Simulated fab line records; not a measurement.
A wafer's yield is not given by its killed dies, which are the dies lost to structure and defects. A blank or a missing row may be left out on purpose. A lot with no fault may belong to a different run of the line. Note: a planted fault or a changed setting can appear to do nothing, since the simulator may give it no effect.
Chamber matching + flow nand harc + pecvd-01 running NHARC_A_STAIRCASE_DEP_301: 3 sister chambers
The step deposits SiON, target thk 30 nm. 16 wafers are shown with their chamber, then 8 later ones without.

== WAFERS PAIRED WITH THEIR CHAMBERS ==
| wafer  | chamber | heater power w (W) |
|--------|---------|--------------------|
| L075.2 | 0       | 750                |
| L075.3 | 1       | 804                |
| L075.4 | 0       | 738                |
| L076.1 | 0       | 678                |
| L076.3 | 2       | 633                |
| L076.6 | 2       | 649                |
| L084.3 | 2       | 731                |
| L084.4 | 0       | 670                |
| L084.6 | 1       | 779                |
| L087.4 | 0       | 712                |
| L087.5 | 2       | 620                |
| L087.6 | 1       | 764                |
| L088.2 | 1       | 823                |
| L088.4 | 1       | 828                |
| L088.5 | 0       | 643                |
| L089.1 | 0       | 702                |

SIGNATURES (means of the wafers above)
| reading        | chamber 0 | chamber 1 | chamber 2 | scatter within a chamber |
|----------------|-----------|-----------|-----------|--------------------------|
| heater power w | 699.00    | 799.60    | 658.25    | 38.5                     |
Rule: distance of a wafer from a chamber = root of the sum over the readings of ((wafer's reading minus chamber's mean) / reading's scatter) squared. If the next closest chamber is less than 2 further off than the closest, the wafer can't be placed; otherwise it belongs to the closest. How the scatter is found: for the shown wafers, subtract from each reading the mean of its chamber, square and add these, divide the total by (wafers less chambers), then take the root.

== WAFERS WITH NO CHAMBER GIVEN ==
| wafer  | heater power w (W) |
|--------|--------------------|
| L089.3 | 773                |
| L089.4 | 798                |
| L094.4 | 711                |
| L094.5 | 655                |
| L094.6 | 757                |
| L095.1 | 746                |
| L095.5 | 722                |
| L095.6 | 732                |

== WHICH CHAMBER EACH WENT THROUGH ==
| wafer  | from the rows above          | in truth |
|--------|------------------------------|----------|
| L089.3 | can't be placed: 1 or 0      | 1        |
| L089.4 | 1                            | 1        |
| L094.4 | can't be placed: 0 or 2 or 1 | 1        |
| L094.5 | can't be placed: 2 or 0      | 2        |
| L094.6 | can't be placed: 1 or 0 or 2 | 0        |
| L095.1 | can't be placed: 0 or 1 or 2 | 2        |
| L095.5 | can't be placed: 0 or 2 or 1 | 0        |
| L095.6 | can't be placed: 0 or 1 or 2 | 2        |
Placed correctly: 1 of 8. From these rows, 7 cannot be placed; in 7 the true chamber is one of the candidates. Wrongly placed: 0.
